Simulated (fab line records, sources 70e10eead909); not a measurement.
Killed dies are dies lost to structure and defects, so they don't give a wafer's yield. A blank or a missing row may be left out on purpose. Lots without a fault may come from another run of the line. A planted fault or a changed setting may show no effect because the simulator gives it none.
Problem report in the 8D (eight disciplines) form, filled by code | flow nand_harc | the parts of the form that need people (team, actions taken, sign-off) are left out

1. THE PROBLEM
thk_nm at NHARC_A_ONON_D1_THK_MEAS_14 reads a mean of 1622 nm on 2 wafers of 2 lots; wafers without a fault read 1004 nm with a standard deviation of 11. That is +56 standard deviations from the usual mean.
The step: measures by ellipsometry.
First seen on wafer L927.6, day 11 14:31, on film_metro-02. The record holds 36 wafers of 12 lots with a number at this step. Rule for "out", or "out of limits": more than 4 standard deviations from the usual mean. The other wafers with a number count as sound.

2. WHAT IT IS AND WHAT IT IS NOT
question                    | is                | is not
which readings at this step | thk_nm            | -
which lots                  | L927, L928        | L912, L915, L917, L918, L919, L920, L921, L926, L933, L934
which wafers of those lots  | L927.6, L928.3    | L927.1, L927.4, L928.1, L928.2
read on which gauges        | film_metro-02     | film_metro-01
when                        | from day 11 14:31 | up to then (26 sound wafers); but 8 sound wafers of L928, L933, L934 came after

3. SUSPECTS, AND WHAT RULES EACH OUT
Counting: a tool at a process step up to the reading stays a suspect if it ran every lot that is out. Sound lots after the first of them don't rule it out here, since some wafers of a struck lot are sound.
- the gauge at NHARC_A_ONON_D1_THK_MEAS_14: ruled out. All the wafers that are out were read on film_metro-02, but those of them that NHARC_END_SORT_01 has rows for are out there too, on other tools.
- rie_si-03 at NHARC_A_ZERO_WELL_ETCH_13 (etches the open film in HBr/Cl2, target depth 120 nm, time 40.1 s): kept. It ran every lot that is out, first L927 (day 10 13:07); its last sound lot up to then is L919 (day 8 21:29).
- pecvd_onon-02 at NHARC_A_ONON_D1_DEP_12 (target thk 1000 nm): kept. It ran every lot that is out, first L927 (day 11 13:59); its last sound lot up to then is L921 (day 9 20:49).
Left after counting: rie_si-03 at NHARC_A_ZERO_WELL_ETCH_13, pecvd_onon-02 at NHARC_A_ONON_D1_DEP_12.

4. THE CAUSE (what the simulator had put in)
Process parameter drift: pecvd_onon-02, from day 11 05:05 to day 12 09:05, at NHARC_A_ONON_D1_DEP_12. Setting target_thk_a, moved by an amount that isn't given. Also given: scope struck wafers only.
Counting left 2 suspects, and this tool is among them.

5. THE CHAIN OF EFFECTS, in route order
Each row: a reading whose mean over the struck wafers that have a number lies more than 3 standard deviations from the usual. Only readings for which the record gives a usual standard deviation are gone through. hours: the time from each lot's start at the first step in this table that gives one to its start at this step, as a median over the lots. sigmas: the change in usual standard deviations.
hours | step                        | reading         | usual   | on struck wafers | change | sigmas
0     | NHARC_A_ONON_D1_THK_MEAS_14 | thk_nm          | 1004 nm | 1622             | +618   | +56
298   | NHARC_END_SORT_01           | killed_at_array | 26      | 672              | +646   | +71
298   | NHARC_END_SORT_01           | killed_dies     | 30      | 677              | +647   | +70

6. WHAT WOULD HAVE CAUGHT IT SOONER
In this record the first reading out of limits at a measuring or inspecting step was taken at day 11 14:31, 9 hours after the fault began at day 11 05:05.
Of the tool readings at NHARC_A_ONON_D1_DEP_12 for which the record gives a usual standard deviation, none was out on any struck wafer, so an alarm limit of 4 standard deviations on them would not have fired.
Of the lots that are out (2), L928 began NHARC_A_ONON_D1_DEP_12 on pecvd_onon-02 after day 11 14:31. A hold on the tool at that time would have spared it.
